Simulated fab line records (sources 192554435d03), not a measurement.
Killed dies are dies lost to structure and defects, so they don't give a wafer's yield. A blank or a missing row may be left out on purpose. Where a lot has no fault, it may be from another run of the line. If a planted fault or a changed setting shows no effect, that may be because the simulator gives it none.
Split-lot trial :: flow n5_finfet :: 17 wafers read from 7 lots, route of 1938 steps

## SPLIT DETAILS
At N5_BEOL_M1_SPUTTER_48 (material Cu, target thk 4.5 nm, time 8.29 s), the setting time_s was moved away from the recipe's 8.29 s on 4 of the 17 wafers read, by -11.6% to +14.9%. For the rest of the wafers, this setting stayed at what the recipe calls for.

The split's own step is where the reading is taken.

## THE READING
Cu_of_BEOL_M1_SPUTTER_48.thk_nm (the simulator's own value, which no gauge read), in nm, at N5_BEOL_M1_SPUTTER_48 (material Cu, target thk 4.5 nm, time 8.29 s). There is no usual value for it anywhere in the file. Here, 13 wafers ran the recipe; their average is 4.4 nm with a standard deviation of 0.22 nm.

wafer: L081.2
tool, chamber at the split: pvd_sputter-03, -
time_s as run, s: 9.179
against the recipe: +10.7%
Cu_of_BEOL_M1_SPUTTER_48.thk_nm, nm: 5.2
against lot-mates on the recipe: +0.4

wafer: L081.3
tool, chamber at the split: pvd_sputter-03, -
time_s as run, s: 8.29
against the recipe: recipe
Cu_of_BEOL_M1_SPUTTER_48.thk_nm, nm: 4.8
against lot-mates on the recipe: -

wafer: L082.2
tool, chamber at the split: pvd_sputter-02, -
time_s as run, s: 8.29
against the recipe: recipe
Cu_of_BEOL_M1_SPUTTER_48.thk_nm, nm: 4.2
against lot-mates on the recipe: -

wafer: L082.4
tool, chamber at the split: pvd_sputter-02, -
time_s as run, s: 8.29
against the recipe: recipe
Cu_of_BEOL_M1_SPUTTER_48.thk_nm, nm: 4
against lot-mates on the recipe: -

wafer: L082.6
tool, chamber at the split: pvd_sputter-02, -
time_s as run, s: 8.29
against the recipe: recipe
Cu_of_BEOL_M1_SPUTTER_48.thk_nm, nm: 4.4
against lot-mates on the recipe: -

wafer: L083.3
tool, chamber at the split: pvd_sputter-03, -
time_s as run, s: 8.29
against the recipe: recipe
Cu_of_BEOL_M1_SPUTTER_48.thk_nm, nm: 4.6
against lot-mates on the recipe: -

wafer: L083.6
tool, chamber at the split: pvd_sputter-03, -
time_s as run, s: 8.29
against the recipe: recipe
Cu_of_BEOL_M1_SPUTTER_48.thk_nm, nm: 4.6
against lot-mates on the recipe: -

wafer: L083.4
tool, chamber at the split: pvd_sputter-03, -
time_s as run, s: 8.29
against the recipe: recipe
Cu_of_BEOL_M1_SPUTTER_48.thk_nm, nm: 4.4
against lot-mates on the recipe: -

wafer: L086.1
tool, chamber at the split: pvd_sputter-02, -
time_s as run, s: 8.29
against the recipe: recipe
Cu_of_BEOL_M1_SPUTTER_48.thk_nm, nm: 4.2
against lot-mates on the recipe: -

wafer: L087.1
tool, chamber at the split: pvd_sputter-01, -
time_s as run, s: 8.29
against the recipe: recipe
Cu_of_BEOL_M1_SPUTTER_48.thk_nm, nm: 4.4
against lot-mates on the recipe: -

wafer: L087.2
tool, chamber at the split: pvd_sputter-01, -
time_s as run, s: 8.29
against the recipe: recipe
Cu_of_BEOL_M1_SPUTTER_48.thk_nm, nm: 4.4
against lot-mates on the recipe: -

wafer: L087.3
tool, chamber at the split: pvd_sputter-01, -
time_s as run, s: 7.331
against the recipe: -11.6%
Cu_of_BEOL_M1_SPUTTER_48.thk_nm, nm: 4
against lot-mates on the recipe: -0.4

wafer: L088.1
tool, chamber at the split: pvd_sputter-03, -
time_s as run, s: 8.29
against the recipe: recipe
Cu_of_BEOL_M1_SPUTTER_48.thk_nm, nm: 4.8
against lot-mates on the recipe: -

wafer: L088.4
tool, chamber at the split: pvd_sputter-03, -
time_s as run, s: 8.29
against the recipe: recipe
Cu_of_BEOL_M1_SPUTTER_48.thk_nm, nm: 4.6
against lot-mates on the recipe: -

wafer: L088.6
tool, chamber at the split: pvd_sputter-03, -
time_s as run, s: 9.524
against the recipe: +14.9%
Cu_of_BEOL_M1_SPUTTER_48.thk_nm, nm: 5.4
against lot-mates on the recipe: +0.7

wafer: L090.4
tool, chamber at the split: pvd_sputter-03, -
time_s as run, s: 8.29
against the recipe: recipe
Cu_of_BEOL_M1_SPUTTER_48.thk_nm, nm: 4.4
against lot-mates on the recipe: -

wafer: L090.6
tool, chamber at the split: pvd_sputter-03, -
time_s as run, s: 9.165
against the recipe: +10.6%
Cu_of_BEOL_M1_SPUTTER_48.thk_nm, nm: 4.8
against lot-mates on the recipe: +0.4

FIT RESULTS
A straight line over all 17 wafers: Cu_of_BEOL_M1_SPUTTER_48.thk_nm changes by +0.0528 nm for each +1% of time_s; r = +0.81; the points scatter about the line by 0.23 nm.
The same after taking each lot's own level away (the mean of its wafers on the recipe; 17 wafers): +0.0402 nm for each +1%; r = +0.93; scatter 0.097 nm.
That fit puts the effect of the largest move of time_s on the reading at 0.6 nm.
The lots' own levels span 4.20 to 4.80 nm, that is 2.7 times the standard deviation above.
Hence the slope depends on the lot-to-lot level, as the two fits are not the same.
Check: with one of the wafers moved furthest among these (+14.9%) left out of the fit, the line predicts +0.545 nm for it against its lot-mates. Against them it came out at +0.7 nm.

## OTHER SPLITS ON THESE WAFERS
Other splits were also applied to these wafers ahead of the reading. Each is held against what the fit with the lots' levels taken away leaves over:
other split on the same wafers: N5_MOL_CONTACT_COAG_COAT_77 spin_rpm
wafers away from the commonest value: 3
r with Cu_of_BEOL_M1_SPUTTER_48.thk_nm (lot level and that fit taken away): +0.19

other split on the same wafers: N5_BEOL_M0_SAQP_PECVD_96 time_s
wafers away from the commonest value: 6
r with Cu_of_BEOL_M1_SPUTTER_48.thk_nm (lot level and that fit taken away): -0.11

other split on the same wafers: N5_BEOL_M0_SAQP_DEVELOP_13 develop_time_s
wafers away from the commonest value: 6
r with Cu_of_BEOL_M1_SPUTTER_48.thk_nm (lot level and that fit taken away): +0.04

other split on the same wafers: N5_BEOL_M0_SAQP_DESCUM_45 time_s
wafers away from the commonest value: 6
r with Cu_of_BEOL_M1_SPUTTER_48.thk_nm (lot level and that fit taken away): -0.09

other split on the same wafers: N5_BEOL_M0_SAQP_CUT_ETCH_46 time_s
wafers away from the commonest value: 6
r with Cu_of_BEOL_M1_SPUTTER_48.thk_nm (lot level and that fit taken away): -0.14

## THE FILE'S OWN FIT
Cu_of_BEOL_M1_SPUTTER_48.thk_nm changes by +0.0408 nm for each +1% of time_s, r = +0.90.
